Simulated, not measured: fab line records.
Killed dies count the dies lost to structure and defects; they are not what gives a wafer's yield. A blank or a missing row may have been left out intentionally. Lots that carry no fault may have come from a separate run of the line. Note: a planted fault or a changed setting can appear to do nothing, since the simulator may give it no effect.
Which tool did it? ; flow n5Finfet ; 10 lots with 29 wafers sampled at 2 steps, on a route of 1938 steps

== WHAT THE GAUGES SHOWED, per wafer ==
N5_BEOL_M4_RC_MEAS_101.
lot;measured;on;DIBL_N (mV/V)
L664;day 9 10:26;prober-02;38.1 37.7 35.1
L662;day 9 10:20;prober-01;38.5 37.8 37.9
L663;day 9 11:25;prober-01;34.4 33.5 34.8
L665;day 9 17:47;prober-01;37.6 35.9 36.8
L667;day 10 10:10;prober-01;34.3 37.0 34.0
L668;day 10 17:08;prober-02;37.6 38.4
L669;day 10 17:44;prober-01;37.8 37.5 35.5
L673;day 11 21:34;prober-01;38.9 38.0 41.7
L676;day 12 18:08;prober-01;36.4 36.7 36.3
L675;day 12 22:19;prober-01;36.3 35.3 37.1

== EACH LOT AND THE TOOL THAT RAN IT (in order: tool; ch and the chambers of the sampled wafers; start) ==
lot;N5_BEOL_M3_SPUTTER_86
L664;pvdSputter-02, day 8 10:09
L662;pvdSputter-03, day 8 12:22
L663;pvdSputter-03, day 8 18:52
L665;pvdSputter-03, day 8 21:47
L667;pvdSputter-03, day 9 04:07
L668;pvdSputter-03, day 9 05:57
L669;pvdSputter-02, day 9 09:46
L673;pvdSputter-03, day 11 07:52
L676;pvdSputter-01, day 11 22:16
L675;pvdSputter-01, day 12 00:07
- N5_BEOL_M3_SPUTTER_86: material Cu, target thk 4.5 nm, time 8.29 s.

== THE ANSWER, worked out from the rows above alone ==
Rule: what is usual is taken from the lots themselves. Put in order of their means at a reading, lots are off if they are a third of the lots or fewer, leave a main group of 4 or more, and stand apart from it by a gap of 3 or more times the standard deviation of the main group's means; of several such gaps the widest counts. If all means in a main group match to the digits the tables above print for the reading, that group is not used. Also off: a lot with no number at a reading for which 4 or more lots have one. The other lots that the step has rows for count as sound.
None of the lots is off at any reading shown; this tells nothing.

== WHAT WAS PUT IN BY THE SIMULATOR ==
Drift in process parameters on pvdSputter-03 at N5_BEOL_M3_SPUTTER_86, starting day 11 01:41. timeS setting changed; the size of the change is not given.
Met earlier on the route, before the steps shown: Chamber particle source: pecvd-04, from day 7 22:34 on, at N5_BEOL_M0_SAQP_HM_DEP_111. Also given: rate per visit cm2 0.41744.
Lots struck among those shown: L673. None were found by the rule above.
